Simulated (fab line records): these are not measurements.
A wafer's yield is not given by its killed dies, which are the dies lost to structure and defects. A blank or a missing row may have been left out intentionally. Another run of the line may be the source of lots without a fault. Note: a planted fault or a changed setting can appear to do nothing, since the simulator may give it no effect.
Matching of chambers / flow nandHarc / rieDiel-11 running NHARC_A_CONTACT_DESCUM_47: 4 sister chambers
The step chemistry O2, time 3 s. 4 wafers are shown with their chamber, then 12 later ones without.

EACH WAFER AND ITS CHAMBER
wafer=L089.1; chamber=0; showerheadPlenumPTorr (Torr)=1.78
wafer=L090.1; chamber=2; showerheadPlenumPTorr (Torr)=1.83
wafer=L090.2; chamber=1; showerheadPlenumPTorr (Torr)=1.88
wafer=L090.4; chamber=3; showerheadPlenumPTorr (Torr)=1.85

WAFERS WITHOUT THEIR CHAMBER
wafer=L092.1; showerheadPlenumPTorr (Torr)=1.85
wafer=L092.3; showerheadPlenumPTorr (Torr)=1.88
wafer=L092.6; showerheadPlenumPTorr (Torr)=1.88
wafer=L093.4; showerheadPlenumPTorr (Torr)=1.83
wafer=L093.5; showerheadPlenumPTorr (Torr)=1.78
wafer=L093.6; showerheadPlenumPTorr (Torr)=1.85
wafer=L095.1; showerheadPlenumPTorr (Torr)=1.77
wafer=L095.3; showerheadPlenumPTorr (Torr)=1.85
wafer=L095.4; showerheadPlenumPTorr (Torr)=1.88
wafer=L096.1; showerheadPlenumPTorr (Torr)=1.83
wafer=L096.3; showerheadPlenumPTorr (Torr)=1.77
wafer=L096.5; showerheadPlenumPTorr (Torr)=1.85

WHICH CHAMBER EACH ONE RAN IN
wafer=L092.1; from the rows above=3; in truth=3
wafer=L092.3; from the rows above=1; in truth=1
wafer=L092.6; from the rows above=1; in truth=1
wafer=L093.4; from the rows above=2; in truth=2
wafer=L093.5; from the rows above=0; in truth=0
wafer=L093.6; from the rows above=3; in truth=3
wafer=L095.1; from the rows above=0; in truth=0
wafer=L095.3; from the rows above=3; in truth=3
wafer=L095.4; from the rows above=1; in truth=1
wafer=L096.1; from the rows above=2; in truth=2
wafer=L096.3; from the rows above=0; in truth=0
wafer=L096.5; from the rows above=3; in truth=3
Correct placement for 12 of the 12. Left unplaced by these rows: 0. Number placed wrongly: 0.
How it was worked out, from the rows above alone: a wafer's distance from a chamber is the root of the sum, over the readings, of the square of ((its reading less the chamber's mean) divided by the reading's scatter). The wafer belongs to the nearest chamber; if the next one is less than 2 further off, it can't be placed. A chamber's mean is the mean of its shown wafers. The scatter (one wafer shown for each chamber): square how far every hidden wafer sits from the nearest shown wafer, average those squares and take the square root.
